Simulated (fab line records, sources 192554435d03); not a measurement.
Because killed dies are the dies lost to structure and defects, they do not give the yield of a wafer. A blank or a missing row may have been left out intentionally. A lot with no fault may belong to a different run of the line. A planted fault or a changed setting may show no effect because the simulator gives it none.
Split-lot study + flow n5 finfet + 21 wafers read across 7 lots, on a route 1938 steps long

== THE SPLIT ITSELF ==
At N5_BEOL_M9_HM_DEP_02 (deposits TiN, target thk 20 nm), the setting target thk a was moved away from the recipe's 200 angstrom on 10 of the 21 wafers read, by -10.5% to +7.5%. The other wafers ran this setting at the recipe's value.

== FROM THE SPLIT TO THE READING: what the file shows between them, 8 steps ==
- N5_BEOL_M9_COAT_05: resist thk 90 nm (also split here: spin rpm)
- N5_BEOL_M9_EBR_07
- N5_BEOL_M9_SOFTBAKE_06: time 60 s
- N5_BEOL_M9_EXPOSE_08: exposes mask M9
- N5_BEOL_M9_PEB_09: peb time 60 s
- N5_BEOL_M9_DEVELOP_10: develop time 30 s
- N5_BEOL_M9_STRIP_68: strips in N2/H2
- N5_BEOL_M9_STRIP_67: strips in CF4

== THE READING ==
etch.depth nm (the simulator's own value, which no gauge read), in nm, at N5_BEOL_M9_HM_OPEN_17 (chemistry Cl2/BCl3, target TiN, target depth 20 nm, overetch 6 nm). The file does not state a usual value for it. Average 20.03 nm, standard deviation 0.2 nm, over the 11 wafers here run with the recipe.

| wafer  | tool, chamber at the split | target thk a as run, angstrom | against the recipe | etch.depth nm, nm | against lot-mates on the recipe |
|--------|----------------------------|-------------------------------|--------------------|-------------------|---------------------------------|
| L074.1 | pvd sputter-03, -          | 193.1                         | -3.4%              | 19.48             | -0.85                           |
| L074.5 | pvd sputter-03, -          | 193.1                         | -3.4%              | 19.43             | -0.90                           |
| L074.6 | pvd sputter-03, -          | 200                           | recipe             | 20.33             | -                               |
| L077.1 | pvd sputter-01, -          | 191.7                         | -4.2%              | 19.65             | -0.75                           |
| L077.2 | pvd sputter-01, -          | 200                           | recipe             | 20.4              | -                               |
| L077.3 | pvd sputter-01, -          | 191.7                         | -4.2%              | 19.61             | -0.79                           |
| L082.1 | pvd sputter-03, -          | 200                           | recipe             | 20.02             | -                               |
| L082.4 | pvd sputter-03, -          | 200                           | recipe             | 19.88             | -                               |
| L082.5 | pvd sputter-03, -          | 200                           | recipe             | 20                | -                               |
| L083.3 | pvd sputter-03, -          | 179.1                         | -10.5%             | 17.88             | -2.34                           |
| L083.4 | pvd sputter-03, -          | 200                           | recipe             | 20.22             | -                               |
| L083.6 | pvd sputter-03, -          | 179.1                         | -10.5%             | 18.02             | -2.20                           |
| L091.1 | pvd sputter-03, -          | 179.5                         | -10.3%             | 17.78             | -2.04                           |
| L091.2 | pvd sputter-03, -          | 200                           | recipe             | 19.82             | -                               |
| L091.4 | pvd sputter-03, -          | 179.5                         | -10.3%             | 17.87             | -1.95                           |
| L092.2 | pvd sputter-03, -          | 200                           | recipe             | 20.1              | -                               |
| L092.5 | pvd sputter-03, -          | 214.9                         | +7.5%              | 21.47             | +1.37                           |
| L092.6 | pvd sputter-03, -          | 214.9                         | +7.5%              | 21.59             | +1.49                           |
| L094.1 | pvd sputter-01, -          | 200                           | recipe             | 19.91             | -                               |
| L094.3 | pvd sputter-01, -          | 200                           | recipe             | 19.85             | -                               |
| L094.5 | pvd sputter-01, -          | 200                           | recipe             | 19.83             | -                               |

THE FIT
A straight line over all 21 wafers: etch.depth nm changes by +0.201 nm for each +1% of target thk a; r = +0.98; the points scatter about the line by 0.21 nm.
The same after taking each lot's own level away (the mean of its wafers on the recipe; 21 wafers): +0.203 nm for each +1%; r = +1.00; scatter 0.095 nm.
The reading moves by 2.1 nm for the largest change in target thk a, on that fit.
Across the lots, their own levels run from 19.820 to 20.400 nm, a range of 3.0 times the standard deviation given above.
The two slopes agree, so the slope changes little with the lot-to-lot level.
Check: -2.09 nm against its lot-mates is what the line predicts for one of the wafers moved furthest among these (-10.5%) when that wafer is left out of the fit. It came out at -2.34 nm against them.

== OTHER SPLITS ON THESE WAFERS ==
Before the reading, these wafers also passed through other splits. Each is held against what the fit with the lots' levels taken away leaves over:
| other split on the same wafers | wafers away from the commonest value | r with etch.depth nm (lot level and that fit taken away) |
|--------------------------------|--------------------------------------|----------------------------------------------------------|
| N5_BEOL_M8_COAT_71 spin rpm    | 9                                    | -0.11                                                    |
| N5_BEOL_M9_COAT_05 spin rpm    | 6                                    | +0.00                                                    |

== THE WHOLE CHAIN: every reading that the file lists as answering this split, in the file's order ==
| step                  | what it does                                                      | reading                                                                          | change (the file's fit)               | r (the file's) |
|-----------------------|-------------------------------------------------------------------|----------------------------------------------------------------------------------|---------------------------------------|----------------|
| N5_BEOL_M9_HM_DEP_02  | deposits TiN, target thk 20 nm                                    | TiN_of_BEOL_M9_HM_DEP_02.thk nm (the simulator's own value, which no gauge read) | +0.204 nm for each +1% of the setting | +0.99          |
| N5_BEOL_M9_HM_OPEN_17 | chemistry Cl2/BCl3, target TiN, target depth 20 nm, overetch 6 nm | etch.depth nm (the simulator's own value, which no gauge read)                   | +0.204 nm for each +1% of the setting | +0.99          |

== THE FILE'S OWN FIT ==
etch.depth nm changes by +0.204 nm for each +1% of target thk a, r = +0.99.
